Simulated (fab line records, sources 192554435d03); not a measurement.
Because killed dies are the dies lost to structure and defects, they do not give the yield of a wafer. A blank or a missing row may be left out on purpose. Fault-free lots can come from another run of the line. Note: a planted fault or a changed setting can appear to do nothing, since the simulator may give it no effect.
Which tool is to blame? :: flow n5-finfet :: 11 lots with 33 wafers sampled at 2 steps, on a route of 1938 steps

## WHAT THE GAUGES SHOWED, per wafer
N5_BEOL_M6_CD_MEAS_35: target cd 40 nm, target cd y 28 nm.
lot: L270
measured: day 9 07:14
on: cd-sem-03
cd-nm (nm): 41.1 41.0 40.8

lot: L271
measured: day 9 07:25
on: cd-sem-03
cd-nm (nm): 40.2 39.7 40.5

lot: L272
measured: day 9 23:22
on: cd-sem-03
cd-nm (nm): 40.4 39.8 40.7

lot: L276
measured: day 11 01:41
on: cd-sem-02
cd-nm (nm): 40.3 40.3 39.9

lot: L277
measured: day 11 03:48
on: cd-sem-02
cd-nm (nm): 40.0 39.8 39.8

lot: L280
measured: day 11 12:11
on: cd-sem-02
cd-nm (nm): 40.9 40.3 40.1

lot: L286
measured: day 13 17:16
on: cd-sem-02
cd-nm (nm): 40.2 40.4 40.1

lot: L289
measured: day 14 01:28
on: cd-sem-02
cd-nm (nm): 40.5 40.7 40.3

lot: L287
measured: day 14 03:51
on: cd-sem-03
cd-nm (nm): 39.9 39.8 40.2

lot: L291
measured: day 14 04:07
on: cd-sem-02
cd-nm (nm): 39.8 39.6 40.7

lot: L290
measured: day 14 18:32
on: cd-sem-02
cd-nm (nm): 41.1 40.1 40.6

## EACH LOT AND THE TOOL THAT RAN IT (in order: tool; ch and the chambers of the sampled wafers; start)
lot: L270
N5_BEOL_M6_PECVD_70: pecvd-01 ch 0,1,2, day 9 01:58

lot: L271
N5_BEOL_M6_PECVD_70: pecvd-03 ch 0,2, day 9 02:09

lot: L272
N5_BEOL_M6_PECVD_70: pecvd-01 ch 0,1,2, day 9 18:43

lot: L276
N5_BEOL_M6_PECVD_70: pecvd-01 ch 0,2, day 10 22:38

lot: L277
N5_BEOL_M6_PECVD_70: pecvd-01 ch 0,1,2, day 11 00:39

lot: L280
N5_BEOL_M6_PECVD_70: pecvd-01 ch 0,2, day 11 07:14

lot: L286
N5_BEOL_M6_PECVD_70: pecvd-02 ch 0,1,2, day 13 12:10

lot: L289
N5_BEOL_M6_PECVD_70: pecvd-02 ch 0,1,2, day 13 17:50

lot: L287
N5_BEOL_M6_PECVD_70: pecvd-03 ch 0,1, day 13 22:50

lot: L291
N5_BEOL_M6_PECVD_70: pecvd-01 ch 0,2, day 14 00:56

lot: L290
N5_BEOL_M6_PECVD_70: pecvd-03 ch 0,1,2, day 14 14:49
- N5_BEOL_M6_PECVD_70: deposits SiO2 from TEOS/O2, target thk 20 nm, time 22.7 s.

## THE ANSWER, worked out from the rows above alone
Rule: what is usual is taken from the lots themselves. Put in order of their means at a reading, lots are off if they are a third of the lots or fewer, leave a main group of 4 or more, and stand apart from it by a gap of 3 or more times the standard deviation of the main group's means; of several such gaps the widest counts. A main group is skipped when, at the precision printed for the reading in the tables above, its means are all equal. Also off: a lot with no number at a reading for which 4 or more lots have one. Any other lot the step has rows for is counted as sound.
No lot is off on any of the readings shown, so nothing can be concluded from this.

## WHAT THE SIMULATOR HAD INSERTED
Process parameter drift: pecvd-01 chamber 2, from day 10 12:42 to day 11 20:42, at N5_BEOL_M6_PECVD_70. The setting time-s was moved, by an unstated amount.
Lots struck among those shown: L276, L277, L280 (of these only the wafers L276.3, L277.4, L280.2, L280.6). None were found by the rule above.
